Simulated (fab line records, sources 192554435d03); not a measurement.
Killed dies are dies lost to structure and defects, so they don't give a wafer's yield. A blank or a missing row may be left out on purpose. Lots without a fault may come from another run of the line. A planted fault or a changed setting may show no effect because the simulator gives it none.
Chamber matching | flow n5_finfet | N5_BEOL_M3_ETCH_77 on rie_diel-04: 4 sister chambers
The step etches underlayer in N2/H2, target depth 6.5 nm, time 5.2 s. 4 wafers are shown with their chamber, then 9 later ones without.

WAFERS WITH THEIR CHAMBER
wafer  | chamber | showerhead_plenum_p_Torr (Torr)
L077.1 | 2       | 2.50
L086.2 | 1       | 2.65
L086.3 | 0       | 2.51
L086.6 | 3       | 2.51

WAFERS WITHOUT THEIR CHAMBER
wafer  | showerhead_plenum_p_Torr (Torr)
L087.1 | 2.49
L087.3 | 2.51
L087.6 | 2.51
L092.1 | 2.51
L092.2 | 2.64
L092.4 | 2.49
L096.1 | 2.50
L096.4 | 2.64
L096.5 | 2.50

WHICH CHAMBER EACH WENT THROUGH
wafer  | from the rows above          | in truth
L087.1 | can't be placed: 2 or 0 or 3 | 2
L087.3 | can't be placed: 0 or 3 or 2 | 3
L087.6 | can't be placed: 0 or 3 or 2 | 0
L092.1 | can't be placed: 0 or 3 or 2 | 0
L092.2 | 1                            | 1
L092.4 | can't be placed: 2 or 0 or 3 | 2
L096.1 | can't be placed: 2 or 0 or 3 | 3
L096.4 | 1                            | 1
L096.5 | can't be placed: 2 or 0 or 3 | 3
Placed correctly: 2 of 9. Can't be placed from these rows: 7 (the true chamber is among the candidates in 7). Placed wrongly: 0.
How it was worked out, from the rows above alone: a wafer's distance from a chamber is the root of the sum, over the readings, of the square of ((its reading less the chamber's mean) divided by the reading's scatter). The wafer belongs to the nearest chamber; if the next one is less than 2 further off, it can't be placed. A chamber's mean is the mean of its shown wafers. The scatter: with one shown wafer a chamber, the root of the mean of the squares of how far each hidden wafer lies from its nearest shown one.
